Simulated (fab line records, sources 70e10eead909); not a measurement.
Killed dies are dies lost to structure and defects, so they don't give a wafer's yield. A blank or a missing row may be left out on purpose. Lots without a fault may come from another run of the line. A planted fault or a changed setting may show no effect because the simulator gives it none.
fab line records | flow nand_harc
record lots=13 wafers=39 last_day=33
route steps=1302 shown P_ZERO_WELL@18
lots that met no fault: from a run of the same line without faults
start_h: hours from the record's first day to the start of the lot's first wafer shown | wait_h: hours since the lot's step before | " the same as in the row above | L1.1+2: a row that stands for several wafers | - no value, or no start given | * or withheld: withheld | < > ~ a bound
route shown NAME@n: a module of which the file shows steps, and the number in the route of the first | usual: mean/standard deviation of fault-free wafers | same: alike in all rows | chamber/n: place in a boat | sites: the reading at each site | _std_site: their standard deviation | _edge_site: outer sites' mean less inner sites' | radius_mm: how far each site lies from the wafer's centre | mask NAME#n: copy n | behind: the tool/chamber that last shaped the wafer | hold: why the lot was held/for how many hours/how that ended | device: the transistor (n, p or np) that didn't switch | end of line: the same wafers' tests at the end of the route | a step without rows: its recipe alone | killed: dies lost to structure and defects at the first sort, not the wafer's yield | map: a wafer's dies, x killed, . not, _ none there
set.NAME: the setting as run; set.NAME@STEP: as run at that earlier step | model.NAME: the simulator's own value behind a step, which no gauge read
steps of the route over a sample of lots; a table a step, a row a wafer
services: from which hour (start_h, from the record's first day; less than 0 if before it) a tool's chamber was out of use, for how many hours, and why
## steps
# step NHARC_P_ZERO_WELL_ETCH_62
# recipe target_depth_a=130 time_s=6.5 chf3_flow_sccm=50 ar_flow_sccm=200 rf_w=500 bias_w=200 chemistry=CHF3/Ar
# usual drypump_motor_current_A=5.7/0.42 oes_product_au=0.963/0.014 rf_vpp_V=369.5/2.4 showerhead_plenum_p_Torr=2.30/0.11 throttle_valve_pct=20.217/0.0082
# columns lot.wafer tool chamber start_h wait_h drypump_motor_current_A oes_product_au rf_hours_counter_h rf_vpp_V showerhead_plenum_p_Torr throttle_valve_pct
L708.3 rie_diel-04 0 - - 5.9 0.967 5 367.8 2.20 20.208
L708.5 " 3 " " 6.1 0.970 - 366.7 2.24 20.227
L708.4 " 1 " " 5.9 0.977 - 370.1 2.37 20.220
L710.1 rie_diel-03 3 - - 6.1 0.958 40 368.0 2.22 20.208
L710.3 " 2 " " 5.0 0.949 34 375.7 2.52 20.221
L710.5 " 3 " " 6.1 0.957 - 367.1 2.22 20.235
L711.3 rie_diel-03 3 - - 6.1 0.949 42 368.6 2.21 20.211
L711.5 " 3 " " 6.1 0.944 - 367.2 2.21 20.229
L711.6 " 0 " " 5.2 0.959 - 368.7 2.30 20.208
L714.3 rie_diel-04 2 - - 5.6 0.956 20 366.7 2.25 20.218
L714.5 " 2 " " 5.6 0.951 - 369.7 2.25 20.230
L714.6 " 3 " " 6.1 0.955 - 368.0 2.23 20.219
L722.3 rie_diel-05 2 - - 6.1 0.952 36 366.9 2.21 20.228
L722.4 " 1 " " 5.4 0.956 30 372.3 2.42 20.213
L722.5 " 3 " " 5.2 0.971 - 372.3 2.52 20.218
L723.1 rie_diel-03 2 - - 5.0 0.978 12 375.3 2.51 20.214
L723.4 " 1 " " 5.9 0.951 12 369.2 2.26 20.210
L723.5 " 2 " " 5.0 0.980 - 373.8 2.51 20.205
L724.1 rie_diel-03 2 - - 5.0 0.964 18 373.0 2.51 20.211
L724.2 " 0 " " 5.2 0.957 19 369.4 2.29 20.207
L724.5 " 3 " " 6.1 0.956 - 366.9 2.20 20.213
L726.2 rie_diel-05 3 - - 5.2 0.967 43 373.9 2.52 20.216
L726.1 " 1 " " 5.4 0.980 43 372.8 2.42 20.233
L726.5 " 0 " " 6.3 0.987 - 368.9 2.20 20.224
L727.2 rie_diel-05 2 - - 6.2 0.960 54 368.1 2.21 20.221
L727.6 " 0 " " 6.3 0.990 - 366.1 2.20 20.223
L727.5 " 1 " " 5.3 0.973 - 372.0 2.41 20.226
L728.1 rie_diel-04 2 - - 5.6 0.949 9 366.9 2.23 20.228
L728.2 " 3 " " 6.1 0.968 11 366.9 2.22 20.208
L728.6 " 3 " " 6.1 0.966 - 366.8 2.22 20.214
L729.2 rie_diel-03 0 - - 5.2 0.934 35 369.9 2.28 20.229
L729.3 " 1 " " 5.8 0.932 31 369.5 2.25 20.215
L729.6 " 3 " " 6.1 0.949 - 367.3 2.20 20.209
L730.1 rie_diel-03 0 - - 5.2 0.978 37 369.4 2.28 20.212
L730.4 " 1 " " 5.9 0.958 33 369.2 2.25 20.222
L730.3 " 2 " " 5.0 0.961 32 374.6 2.50 20.221
L731.3 rie_diel-05 1 - - 5.4 0.971 4 371.9 2.41 20.211
L731.1 " 3 " " 5.2 0.953 4 373.9 2.51 20.203
L731.6 " 0 " " 6.3 0.958 - 368.0 2.20 20.220
# step NHARC_P_ZERO_WELL_DESCUM_39
# recipe time_s=3 o2_flow_sccm=200 ar_flow_sccm=0 bias_power_w=0 chemistry=O2
# usual drypump_motor_current_A=5.7/0.44 oes_product_au=1.001/0.0071 rf_vpp_V=57.7/0.97 showerhead_plenum_p_Torr=1.89/0.1 throttle_valve_pct=11.311/0.0089
# columns lot.wafer tool chamber start_h wait_h drypump_motor_current_A oes_product_au rf_hours_counter_h rf_vpp_V showerhead_plenum_p_Torr throttle_valve_pct
L708.4 rie_diel-05 1 8.46 - 5.4 1.014 41 57.6 1.99 11.295
L708.3 " 2 " " 6.1 1.006 52 58.8 1.82 11.310
L708.5 " 2 " " 6.2 1.006 - 57.0 1.82 11.317
L710.1 rie_diel-04 0 20.29 - 5.9 1.001 13 57.3 1.79 11.316
L710.3 " 3 " " 6.1 0.999 11 57.0 1.82 11.312
L710.5 " 0 " " 5.9 0.996 - 56.7 1.79 11.319
L711.3 rie_diel-03 0 30.30 - 5.1 1.001 42 59.5 1.88 11.313
L711.5 " 2 " " 5.0 0.994 - 58.8 2.06 11.308
L711.6 " 3 " " 6.1 0.997 - 58.2 1.80 11.297
L714.3 rie_diel-05 2 60.88 - 6.1 1.006 10 57.5 1.81 11.317
L714.5 " 0 " " 6.3 1.007 - 56.3 1.81 11.299
L714.6 " 1 " " 5.4 1.014 - 59.3 1.99 11.311
L722.4 rie_diel-05 1 140.16 - 5.4 0.993 31 58.7 1.98 11.310
L722.3 " 2 " " 6.1 0.996 37 56.0 1.80 11.322
L722.5 " 1 " " 5.3 0.995 - 56.9 1.98 11.298
L723.1 rie_diel-04 3 150.00 - 6.1 1.001 58 56.4 1.81 11.304
L723.4 " 2 " " 5.6 0.992 47 58.7 1.82 11.309
L723.5 " 3 " " 6.1 1.001 - 57.1 1.81 11.305
L724.1 rie_diel-03 1 160.26 - 5.9 0.992 17 57.2 1.84 11.299
L724.2 " 2 " " 5.0 0.999 18 58.7 2.05 11.312
L724.5 " 2 " " 5.0 1.010 - 60.0 2.05 11.303
L726.2 rie_diel-05 1 180.18 - 5.3 1.008 44 58.9 1.97 11.323
L726.1 " 2 " " 6.1 1.001 52 57.7 1.80 11.311
L726.5 " 1 " " 5.3 1.001 - 57.7 1.97 11.310
L727.2 rie_diel-03 1 190.30 - 5.9 1.011 25 59.3 1.84 11.308
L727.5 " 2 " " 5.0 1.014 - 58.5 2.05 11.325
L727.6 " 3 " " 6.1 1.006 - 56.6 1.79 11.309
L728.1 rie_diel-05 0 200.07 - 6.3 1.003 56 57.6 1.79 11.312
L728.2 " 1 " " 5.3 1.015 51 58.1 1.97 11.321
L728.6 " 3 " " 5.1 1.009 - 57.6 2.06 11.311
L729.3 rie_diel-03 1 211.23 - 5.9 0.999 32 56.4 1.84 11.304
L729.2 " 3 " " 6.1 1.004 38 57.7 1.79 11.302
L729.6 " 1 " " 5.9 1.004 - 56.3 1.84 11.328
L730.3 rie_diel-04 1 220.03 - 5.9 1.001 11 58.5 1.92 11.331
L730.1 " 3 " " 6.1 1.004 20 56.6 1.80 11.317
L730.4 " 3 " " 6.1 0.999 - 56.5 1.80 11.312
L731.3 rie_diel-03 1 230.27 - 5.9 0.995 37 57.4 1.83 11.301
L731.1 " 3 " " 6.0 1.013 44 56.1 1.79 11.317
L731.6 " 1 " " 5.8 0.993 - 56.1 1.83 11.297
# step NHARC_P_ZERO_WELL_EXPOSE_49
# recipe na=0.6 target_cd_nm=2000 dose_mj=22.64 mask_id=P_HVPW
# usual focus_offset_nm=0.0/0.49
# columns lot.wafer tool chamber start_h wait_h mask focus_offset_nm
L708.3 krf_scanner-02 0 9.67 - P_HVPW#0 -0.9
L708.4 " 0 " " P_HVPW#0 -1.3
L708.5 " 0 " " P_HVPW#0 -0.2
L710.1 krf_scanner-04 0 21.61 - P_HVPW#0 0.3
L710.3 " 0 " " P_HVPW#0 0.0
L710.5 " 0 " " P_HVPW#0 0.1
L711.3 krf_scanner-04 0 31.49 - P_HVPW#0 0.7
L711.5 " 0 " " P_HVPW#0 -0.1
L711.6 " 0 " " P_HVPW#0 -0.3
L714.3 krf_scanner-03 0 62.19 - P_NWELL#0 0.4
L714.5 " 0 " " P_NWELL#0 0.3
L714.6 " 0 " " P_NWELL#0 0.2
L722.3 krf_scanner-03 0 141.49 - P_HVPW#0 -0.6
L722.4 " 0 " " P_HVPW#0 -0.2
L722.5 " 0 " " P_HVPW#0 0.0
L723.1 krf_scanner-03 0 151.20 - P_HVPW#0 -0.1
L723.4 " 0 " " P_HVPW#0 0.3
L723.5 " 0 " " P_HVPW#0 -0.3
L724.1 krf_scanner-02 0 161.57 - P_HVPW#0 0.4
L724.2 " 0 " " P_HVPW#0 -0.6
L724.5 " 0 " " P_HVPW#0 -0.7
L726.1 krf_scanner-03 0 181.49 - P_HVPW#0 0.1
L726.2 " 0 " " P_HVPW#0 0.8
L726.5 " 0 " " P_HVPW#0 0.0
L727.2 krf_scanner-04 0 191.60 - P_HVPW#0 0.0
L727.5 " 0 " " P_HVPW#0 0.4
L727.6 " 0 " " P_HVPW#0 0.3
L728.1 krf_scanner-02 0 201.37 - P_HVPW#0 0.0
L728.2 " 0 " " P_HVPW#0 -0.1
L728.6 " 0 " " P_HVPW#0 -0.8
L729.2 krf_scanner-03 0 212.56 - P_HVPW#0 0.7
L729.3 " 0 " " P_HVPW#0 0.4
L729.6 " 0 " " P_HVPW#0 -0.3
L730.1 krf_scanner-03 0 221.24 - P_HVPW#0 -0.2
L730.3 " 0 " " P_HVPW#0 -0.4
L730.4 " 0 " " P_HVPW#0 -0.2
L731.1 krf_scanner-03 0 231.48 - P_HVPW#0 -0.7
L731.3 " 0 " " P_HVPW#0 0.0
L731.6 " 0 " " P_HVPW#0 0.3
# step NHARC_P_ZERO_WELL_CD_MEAS_52
# recipe target_cd_nm=2000 landing_energy_ev=500
# usual cd_nm=1999.6/1.4
# columns lot.wafer tool chamber start_h wait_h cd_nm
L708.3 cd_sem-01 0 9.82 - 1999.0
L708.4 " 0 " " 1999.2
L708.5 " 0 " " 1999.0
L710.1 cd_sem-01 0 21.77 - 1999.2
L710.3 " 0 " " 1998.4
L710.5 " 0 " " 1997.7
L711.3 cd_sem-02 0 31.64 - 1999.3
L711.5 " 0 " " 1998.4
L711.6 " 0 " " 1998.5
L714.3 cd_sem-03 0 62.34 - -
L714.5 " 0 " " -
L714.6 " 0 " " -
L722.3 cd_sem-02 0 141.64 - 2001.4
L722.4 " 0 " " 2001.2
L722.5 " 0 " " 2000.8
L723.1 cd_sem-01 0 151.35 - 2000.6
L723.4 " 0 " " 2000.3
L723.5 " 0 " " 2000.1
L724.1 cd_sem-03 0 161.73 - 1999.3
L724.2 " 0 " " 2000.6
L724.5 " 0 " " 1998.1
L726.1 cd_sem-03 0 181.65 - 2001.3
L726.2 " 0 " " 2001.2
L726.5 " 0 " " 2000.5
L727.2 cd_sem-01 0 191.75 - 2001.1
L727.5 " 0 " " 1997.6
L727.6 " 0 " " 2001.2
L728.1 cd_sem-02 0 201.52 - 1999.1
L728.2 " 0 " " 1998.9
L728.6 " 0 " " 2000.1
L729.2 cd_sem-01 0 212.72 - 2000.8
L729.3 " 0 " " 2002.1
L729.6 " 0 " " 1999.5
L730.1 cd_sem-01 0 221.40 - 2000.3
L730.3 " 0 " " 2000.4
L730.4 " 0 " " 1999.0
L731.1 cd_sem-03 0 231.64 - 2002.8
L731.3 " 0 " " 2000.4
L731.6 " 0 " " 2001.9
# step NHARC_P_ZERO_WELL_RTA_42
# recipe temp_c=1100 time_s=300
# usual lamp_power_pct=34.7/0.51 wafer_temp_C_max=1103.9/1
# columns lot.wafer tool chamber start_h wait_h lamp_power_pct wafer_temp_C_max
L708.3 rtp_anneal-02 0 11.20 - 34.1 1103.8
L708.4 " 0 " " 34.1 1105.6
L708.5 " 0 " " 34.1 1105.4
L710.1 rtp_anneal-02 0 22.90 - 34.1 1104.4
L710.3 " 0 " " 34.1 1104.6
L710.5 " 0 " " 34.1 1104.2
L711.3 rtp_anneal-02 0 32.99 - 34.0 1104.4
L711.5 " 0 " " 34.1 1105.9
L711.6 " 0 " " 34.1 1104.3
L714.3 rtp_anneal-01 0 63.69 - 34.9 1103.1
L714.5 " 0 " " 35.0 1103.6
L714.6 " 0 " " 35.0 1103.4
L722.3 rtp_anneal-01 0 142.98 - 35.1 1105.7
L722.4 " 0 " " 35.1 1102.5
L722.5 " 0 " " 35.1 1103.1
L723.1 rtp_anneal-01 0 152.49 - 35.2 1103.8
L723.4 " 0 " " 35.1 1103.5
L723.5 " 0 " " 35.1 1103.0
L724.1 rtp_anneal-01 0 162.86 - 35.1 1103.5
L724.2 " 0 " " 35.1 1102.9
L724.5 " 0 " " 35.1 1102.9
L726.1 rtp_anneal-02 0 182.79 - 34.1 1103.5
L726.2 " 0 " " 34.1 1105.5
L726.5 " 0 " " 34.0 1104.4
L727.2 rtp_anneal-01 0 193.29 - 35.1 1104.1
L727.5 " 0 " " 35.2 1103.4
L727.6 " 0 " " 35.2 1103.3
L728.1 rtp_anneal-02 0 202.67 - 34.1 1105.7
L728.2 " 0 " " 34.1 1104.6
L728.6 " 0 " " 34.1 1104.4
L729.2 rtp_anneal-01 0 213.98 - 35.1 1104.4
L729.3 " 0 " " 35.2 1104.3
L729.6 " 0 " " 35.1 1105.0
L730.1 rtp_anneal-01 0 222.57 - 35.2 1103.2
L730.3 " 0 " " 35.2 1104.2
L730.4 " 0 " " 35.1 1103.7
L731.1 rtp_anneal-01 0 232.78 - 35.1 1102.5
L731.3 " 0 " " 35.1 1103.0
L731.6 " 0 " " 35.1 1104.3
## services
# columns tool chamber start_h hours kind
krf_scanner-03 - -16.91 0.4 repair
krf_scanner-04 - -14.00 4.0 pm
rtp_anneal-02 - -12.00 12.0 pm
rie_diel-05 0 0.45 3.9 repair
rie_diel-04 2 4.86 3.8 repair
rie_diel-04 - 16.11 0.1 repair
krf_scanner-03 - 28.00 4.0 pm
rie_diel-05 - 28.60 9.0 pm
rie_diel-03 3 41.98 7.6 repair
krf_scanner-04 - 46.83 0.2 repair
rie_diel-05 3 61.87 12.4 repair
krf_scanner-02 - 70.00 4.0 pm
rie_diel-03 - 80.37 9.0 pm
krf_scanner-04 - 95.24 0.2 repair
krf_scanner-02 - 99.51 0.5 repair
rie_diel-05 3 108.71 6.1 repair
rie_diel-05 1 119.66 7.0 repair
rie_diel-04 - 154.16 9.0 pm
rie_diel-05 1 164.73 3.1 repair
rie_diel-04 1 198.23 12.1 repair
krf_scanner-03 - 200.00 4.0 pm
rie_diel-03 2 205.24 9.5 repair
rie_diel-05 - 205.60 9.0 pm
rie_diel-04 2 217.82 8.8 repair
## key
first_sign step=NHARC_P_ZERO_WELL_EXPOSE_49 reading=mask direction=changed
effect step=NHARC_P_ZERO_WELL_CD_MEAS_52 reading=cd_nm direction=missing
met_at NHARC_P_ZERO_WELL_EXPOSE_49
struck_lots L714
later_rows_left_out L714.3,L714.5,L714.6
sort_left_out L714.3,L714.5,L714.6
tester_left_out L714
not_acting_at NHARC_P_ZERO_WELL_ETCH_62,NHARC_P_ZERO_WELL_DESCUM_39,NHARC_P_ZERO_WELL_RTA_42
fault kind=wrong_mask tool=any chamber=- onset_h=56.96 steps=NHARC_P_ZERO_WELL_EXPOSE_49 aux_copy=P_NWELL#0 scope=struck_lots_only
# tester_left_out: of these lots the tester's yield and bins aren't shown, on N5 and GAA mostly nor the transistor test; their killed dies are dies lost to structure and defects alone, not to doping, threshold or leakage, so they don't give the yield
# sort_left_out: the simulated sort isn't trusted on such a fault, so these wafers' sort isn't shown, and their yield isn't known
# later_rows_left_out: the simulator's readings of these wafers behind a module that went badly wrong aren't trusted and aren't shown, but for the sort
